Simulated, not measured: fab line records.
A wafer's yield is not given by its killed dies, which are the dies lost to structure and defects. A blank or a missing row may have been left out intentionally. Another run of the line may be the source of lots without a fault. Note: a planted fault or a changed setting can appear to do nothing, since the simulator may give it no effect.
What tool caused it? || flow n5Finfet || Sampling: 9 lots, 26 wafers, 5 of 1938 route steps

## WHAT THE GAUGES SHOWED, per wafer
N5_BEOL_M0_SAQP_CD_MEAS_40: target cd 30 nm.
{"lot": "L478", "measured": "day 6 02:42", "on": "cdSem-02", "cdNm (nm)": "30.14 30.13 30.54"}
{"lot": "L482", "measured": "day 6 23:20", "on": "cdSem-02", "cdNm (nm)": "30.19 29.55 29.92"}
{"lot": "L486", "measured": "day 7 22:31", "on": "cdSem-03", "cdNm (nm)": "30.36 29.81 29.98"}
{"lot": "L489", "measured": "day 8 17:16", "on": "cdSem-02", "cdNm (nm)": "29.89 30.22"}
{"lot": "L492", "measured": "day 9 13:03", "on": "cdSem-01", "cdNm (nm)": "30.33 30.02 30.25"}
{"lot": "L495", "measured": "day 10 09:16", "on": "cdSem-02", "cdNm (nm)": "30.07 29.90 29.91"}
{"lot": "L496", "measured": "day 10 10:31", "on": "cdSem-02", "cdNm (nm)": "25.12 30.01 25.13"}
{"lot": "L497", "measured": "day 10 19:48", "on": "cdSem-01", "cdNm (nm)": "29.70 29.94 29.56"}
{"lot": "L498", "measured": "day 10 23:38", "on": "cdSem-01", "cdNm (nm)": "30.34 29.94 25.48"}

## TOOL THAT RAN EACH LOT (tool first, then ch and the chambers of the sampled wafers, then the start)
{"lot": "L478", "N5_BEOL_M0_SAQP_ETCH_101": "rieDiel-01 ch 0,2,3, day 5 23:46", "N5_BEOL_M0_SAQP_ETCH_107": "rieDiel-02 ch 0,1,3, day 6 00:43", "N5_BEOL_M0_SAQP_RECESS_109": "vaporEtch-01 ch 0,1, day 6 00:49", "N5_BEOL_M0_SAQP_EXPOSE_37": "euvScanner-02 ch 0, day 6 02:34"}
{"lot": "L482", "N5_BEOL_M0_SAQP_ETCH_101": "rieDiel-02 ch 0,2,3, day 6 20:11", "N5_BEOL_M0_SAQP_ETCH_107": "rieDiel-02 ch 0,3, day 6 22:02", "N5_BEOL_M0_SAQP_RECESS_109": "vaporEtch-02 ch 0,1, day 6 22:08", "N5_BEOL_M0_SAQP_EXPOSE_37": "euvScanner-01 ch 0, day 6 23:12"}
{"lot": "L486", "N5_BEOL_M0_SAQP_ETCH_101": "rieDiel-01 ch 0,1,2, day 7 20:22", "N5_BEOL_M0_SAQP_ETCH_107": "rieDiel-05 ch 0,1,2, day 7 21:05", "N5_BEOL_M0_SAQP_RECESS_109": "vaporEtch-01 ch 0,1, day 7 21:11", "N5_BEOL_M0_SAQP_EXPOSE_37": "euvScanner-02 ch 0, day 7 22:23"}
{"lot": "L489", "N5_BEOL_M0_SAQP_ETCH_101": "rieDiel-05 ch 0,1, day 8 15:14", "N5_BEOL_M0_SAQP_ETCH_107": "rieDiel-02 ch 1,3, day 8 15:59", "N5_BEOL_M0_SAQP_RECESS_109": "vaporEtch-02 ch 0, day 8 16:07", "N5_BEOL_M0_SAQP_EXPOSE_37": "euvScanner-02 ch 0, day 8 17:09"}
{"lot": "L492", "N5_BEOL_M0_SAQP_ETCH_101": "rieDiel-02 ch 0,2,3, day 9 10:28", "N5_BEOL_M0_SAQP_ETCH_107": "rieDiel-02 ch 1,3, day 9 11:38", "N5_BEOL_M0_SAQP_RECESS_109": "vaporEtch-02 ch 1, day 9 11:44", "N5_BEOL_M0_SAQP_EXPOSE_37": "euvScanner-01 ch 0, day 9 12:55"}
{"lot": "L495", "N5_BEOL_M0_SAQP_ETCH_101": "rieDiel-05 ch 0,1,2, day 10 06:26", "N5_BEOL_M0_SAQP_ETCH_107": "rieDiel-02 ch 1,3, day 10 07:16", "N5_BEOL_M0_SAQP_RECESS_109": "vaporEtch-02 ch 0,1, day 10 07:22", "N5_BEOL_M0_SAQP_EXPOSE_37": "euvScanner-01 ch 0, day 10 09:08"}
{"lot": "L496", "N5_BEOL_M0_SAQP_ETCH_101": "rieDiel-02 ch 1,2,3, day 10 08:22", "N5_BEOL_M0_SAQP_ETCH_107": "rieDiel-02 ch 0,1,2, day 10 09:05", "N5_BEOL_M0_SAQP_RECESS_109": "vaporEtch-01 ch 0,1, day 10 09:11", "N5_BEOL_M0_SAQP_EXPOSE_37": "euvScanner-02 ch 0, day 10 10:22"}
{"lot": "L497", "N5_BEOL_M0_SAQP_ETCH_101": "rieDiel-01 ch 1,2,3, day 10 17:38", "N5_BEOL_M0_SAQP_ETCH_107": "rieDiel-02 ch 0,1,3, day 10 18:22", "N5_BEOL_M0_SAQP_RECESS_109": "vaporEtch-02 ch 0,1, day 10 18:31", "N5_BEOL_M0_SAQP_EXPOSE_37": "euvScanner-01 ch 0, day 10 19:41"}
{"lot": "L498", "N5_BEOL_M0_SAQP_ETCH_101": "rieDiel-02 ch 1,3, day 10 21:19", "N5_BEOL_M0_SAQP_ETCH_107": "rieDiel-05 ch 0,1, day 10 22:08", "N5_BEOL_M0_SAQP_RECESS_109": "vaporEtch-01 ch 0,1, day 10 22:14", "N5_BEOL_M0_SAQP_EXPOSE_37": "euvScanner-02 ch 0, day 10 23:30"}
- N5_BEOL_M0_SAQP_ETCH_101: etches SiNx in CH3F/O2, target depth 29.9 nm, time 42.7 s.
- N5_BEOL_M0_SAQP_ETCH_107: etches SiNx in CH3F/O2, target depth 30 nm.
- N5_BEOL_M0_SAQP_RECESS_109: chemistry HF/NH3, target SiO2, target depth 3 nm, afs cycles 1, sublimation time 60 s.
- N5_BEOL_M0_SAQP_EXPOSE_37: exposes mask M0 CUT1, target cd 30 nm.

## THE ANSWER, worked out from the rows above alone
Rule: usual is defined by the lots themselves. Put in order of their means at a reading, lots are off if they are a third of the lots or fewer, leave a main group of 4 or more, and stand apart from it by a gap of 3 or more times the standard deviation of the main group's means; of several such gaps the widest counts. A main group whose means are all the same, to the digits that the tables above print for the reading, isn't used. A lot without any number at a reading at which 4 lots or more have one is off too. The other lots that the step has rows for count as sound.
Off, at N5_BEOL_M0_SAQP_CD_MEAS_40 on cdNm: L496, L498. The main group has a mean of 30.02 nm with a standard deviation of 0.17.
If a tool, at a process step before that reading, ran all the lots that are off and no sound lot after the first of them, it fits. Gauges at N5_BEOL_M0_SAQP_CD_MEAS_40: tried the same way as those tools. Can't be told from this: 3 tools fit, rieDiel-02 at N5_BEOL_M0_SAQP_ETCH_101, vaporEtch-01 at N5_BEOL_M0_SAQP_RECESS_109, euvScanner-02 at N5_BEOL_M0_SAQP_EXPOSE_37.

## WHAT THE SIMULATOR HAD PUT IN
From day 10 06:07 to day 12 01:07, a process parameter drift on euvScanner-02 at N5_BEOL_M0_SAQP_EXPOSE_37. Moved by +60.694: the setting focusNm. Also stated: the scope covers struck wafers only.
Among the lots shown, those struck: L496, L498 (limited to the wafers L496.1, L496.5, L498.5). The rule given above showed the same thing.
